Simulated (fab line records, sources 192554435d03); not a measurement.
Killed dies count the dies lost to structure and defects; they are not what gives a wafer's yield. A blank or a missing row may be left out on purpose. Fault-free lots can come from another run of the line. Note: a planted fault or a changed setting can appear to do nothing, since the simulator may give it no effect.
Chamber matching || flow n5_finfet || N5_HKMG_FIN_ALD_21 on ald_metal-02: 4 sister chambers
The step deposits TiN, target thk 1.5 nm, pulse time 1 s, purge time 3 s. 8 wafers are shown with their chamber, then 11 later ones without.

WAFERS PAIRED WITH THEIR CHAMBERS
{"wafer": "L077.4", "chamber": 1, "heater_power_w (W)": 963, "precursor_pulse_height_rel": 0.976}
{"wafer": "L077.6", "chamber": 3, "heater_power_w (W)": 860, "precursor_pulse_height_rel": 1.016}
{"wafer": "L083.2", "chamber": 3, "heater_power_w (W)": 873, "precursor_pulse_height_rel": 0.962}
{"wafer": "L083.6", "chamber": 2, "heater_power_w (W)": 878, "precursor_pulse_height_rel": 0.972}
{"wafer": "L084.1", "chamber": 0, "heater_power_w (W)": 1017, "precursor_pulse_height_rel": 0.974}
{"wafer": "L084.3", "chamber": 2, "heater_power_w (W)": 897, "precursor_pulse_height_rel": 1.009}
{"wafer": "L084.4", "chamber": 1, "heater_power_w (W)": 943, "precursor_pulse_height_rel": 0.997}
{"wafer": "L085.1", "chamber": 0, "heater_power_w (W)": 1026, "precursor_pulse_height_rel": 0.997}

WAFERS WITH NO CHAMBER GIVEN
{"wafer": "L085.4", "heater_power_w (W)": 844, "precursor_pulse_height_rel": 1.014}
{"wafer": "L085.6", "heater_power_w (W)": 1004, "precursor_pulse_height_rel": 1.018}
{"wafer": "L087.1", "heater_power_w (W)": 1025, "precursor_pulse_height_rel": 0.995}
{"wafer": "L087.2", "heater_power_w (W)": 893, "precursor_pulse_height_rel": 1.001}
{"wafer": "L087.5", "heater_power_w (W)": 889, "precursor_pulse_height_rel": 0.999}
{"wafer": "L091.2", "heater_power_w (W)": 971, "precursor_pulse_height_rel": 0.987}
{"wafer": "L091.5", "heater_power_w (W)": 877, "precursor_pulse_height_rel": 1.029}
{"wafer": "L091.6", "heater_power_w (W)": 1016, "precursor_pulse_height_rel": 0.971}
{"wafer": "L097.1", "heater_power_w (W)": 1035, "precursor_pulse_height_rel": 1.016}
{"wafer": "L097.5", "heater_power_w (W)": 879, "precursor_pulse_height_rel": 0.994}
{"wafer": "L097.6", "heater_power_w (W)": 1034, "precursor_pulse_height_rel": 1.000}

EACH ONE'S CHAMBER
{"wafer": "L085.4", "from the rows above": "can't be placed: 3 or 2", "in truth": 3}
{"wafer": "L085.6", "from the rows above": 0, "in truth": 0}
{"wafer": "L087.1", "from the rows above": 0, "in truth": 0}
{"wafer": "L087.2", "from the rows above": "can't be placed: 2 or 3", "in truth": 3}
{"wafer": "L087.5", "from the rows above": "can't be placed: 2 or 3", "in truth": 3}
{"wafer": "L091.2", "from the rows above": 1, "in truth": 1}
{"wafer": "L091.5", "from the rows above": "can't be placed: 2 or 3", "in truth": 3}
{"wafer": "L091.6", "from the rows above": 0, "in truth": 0}
{"wafer": "L097.1", "from the rows above": 0, "in truth": 0}
{"wafer": "L097.5", "from the rows above": "can't be placed: 2 or 3", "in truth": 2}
{"wafer": "L097.6", "from the rows above": 0, "in truth": 0}
Placed correctly: 6 of 11. Not placeable from these rows: 5 (in 5, the candidates include the true chamber). 0 placed wrongly.
How it was worked out, from the rows above alone: a wafer's distance from a chamber is the root of the sum, over the readings, of the square of ((its reading less the chamber's mean) divided by the reading's scatter). The wafer belongs to the nearest chamber; if the next one is less than 2 further off, it can't be placed. For every chamber, the mean is computed from those of its wafers that are shown. The scatter: the root of (the sum of the squares of (reading less its chamber's mean) over the shown wafers, divided by (wafers less chambers)).
